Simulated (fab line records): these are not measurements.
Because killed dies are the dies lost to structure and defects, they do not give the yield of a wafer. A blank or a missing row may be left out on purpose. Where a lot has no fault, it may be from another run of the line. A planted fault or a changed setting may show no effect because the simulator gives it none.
Lot-split experiment | flow n5 finfet | 21 wafers read from 7 lots, route of 1938 steps

ABOUT THE SPLIT
At N5_BEOL_M5_TRENCH_ETCH_37 (etches SiCOH lowk in C4F6/O2, target depth 71.652 nm, time 24.7 s), the setting time s was moved away from the recipe's 24.7 s on 8 of the 21 wafers read, by -16.9% to +16.8%. This setting was run at the recipe's value on the other wafers.

The split's own step is where the reading is taken.

THE READING
etch.depth nm (the simulator's own value, which no gauge read), in nm, at N5_BEOL_M5_TRENCH_ETCH_37 (etches SiCOH lowk in C4F6/O2, target depth 71.652 nm, time 24.7 s). The file gives no usual value for it. The 13 wafers here that ran the recipe average 71.07 nm, standard deviation 1.6 nm.

wafer  | tool, chamber at the split | time s as run, s | against the recipe | etch.depth nm, nm | against lot-mates on the recipe
L074.3 | rie diel-03, 3             | 20.53            | -16.9%             | 59.68             | -12.02
L074.5 | rie diel-03, 2             | 20.53            | -16.9%             | 56.94             | -14.76
L074.6 | rie diel-03, 3             | 24.7             | recipe             | 71.7              | -
L079.1 | rie diel-05, 0             | 24.7             | recipe             | 72                | -
L079.2 | rie diel-05, 1             | 24.7             | recipe             | 73.12             | -
L079.4 | rie diel-05, 3             | 24.7             | recipe             | 70.72             | -
L081.2 | rie diel-02, 2             | 27.69            | +12.1%             | 78.58             | +8.52
L081.4 | rie diel-02, 1             | 27.69            | +12.1%             | 79.41             | +9.35
L081.6 | rie diel-02, 2             | 24.7             | recipe             | 70.06             | -
L082.2 | rie diel-02, 2             | 28.5             | +15.4%             | 80.76             | +9.98
L082.3 | rie diel-02, 1             | 24.7             | recipe             | 70.76             | -
L082.6 | rie diel-02, 1             | 24.7             | recipe             | 70.81             | -
L084.2 | rie diel-02, 2             | 24.7             | recipe             | 68.37             | -
L084.4 | rie diel-02, 3             | 24.7             | recipe             | 68.99             | -
L084.5 | rie diel-02, 1             | 24.7             | recipe             | 69.46             | -
L086.2 | rie diel-05, 3             | 24.7             | recipe             | 71.17             | -
L086.4 | rie diel-05, 1             | 28.84            | +16.8%             | 86.62             | +13.71
L086.6 | rie diel-05, 2             | 24.7             | recipe             | 74.66             | -
L096.1 | rie diel-03, 0             | 22.79            | -7.7%              | 66.43             | -5.65
L096.4 | rie diel-03, 1             | 22.79            | -7.7%              | 67.22             | -4.86
L096.5 | rie diel-03, 0             | 24.7             | recipe             | 72.08             | -

FIT RESULTS
A straight line over all 21 wafers: etch.depth nm changes by +0.731 nm for each +1% of time s; r = +0.97; the points scatter about the line by 1.8 nm.
The same after taking each lot's own level away (the mean of its wafers on the recipe; 21 wafers): +0.755 nm for each +1%; r = +0.99; scatter 1 nm.
According to that fit, moving time s by its largest amount changes the reading by 13 nm.
The span of the lots' own levels, 68.940 to 72.915 nm, comes to 2.4 times the standard deviation stated above.
The two slopes agree, so the slope changes little with the lot-to-lot level.
Check: with one of the wafers moved furthest among these (-16.9%) left out of the fit, the line predicts -13.1 nm for it against its lot-mates. Against them it came out at -12 nm.

ADDITIONAL SPLITS CARRIED BY THESE WAFERS
These wafers also went through other splits before the reading. Each is held against what the fit with the lots' levels taken away leaves over:
other split on the same wafers | wafers away from the commonest value | r with etch.depth nm (lot level and that fit taken away)
N5_BEOL_M2_EXPOSE_08 dose mj   | 7                                    | +0.09
N5_BEOL_M3_COAT_22 spin rpm    | 8                                    | -0.11
N5_BEOL_M4_COAT_67 spin rpm    | 9                                    | -0.21
N5_BEOL_M4_COAT_22 spin rpm    | 7                                    | +0.27

THE WHOLE CHAIN: every reading that the file lists as answering this split, in the file's order
step                      | what it does                                                      | reading                                                                   | change (the file's fit)               | r (the file's)
N5_BEOL_M5_TRENCH_ETCH_37 | etches SiCOH lowk in C4F6/O2, target depth 71.652 nm, time 24.7 s | BEOL_M5.feature depth nm (the simulator's own value, which no gauge read) | +0.75 nm for each +1% of the setting  | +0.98
N5_BEOL_M5_TRENCH_ETCH_37 | etches SiCOH lowk in C4F6/O2, target depth 71.652 nm, time 24.7 s | etch.depth nm (the simulator's own value, which no gauge read)            | +0.751 nm for each +1% of the setting | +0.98

FILE'S OWN FIT
etch.depth nm changes by +0.751 nm for each +1% of time s, r = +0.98.
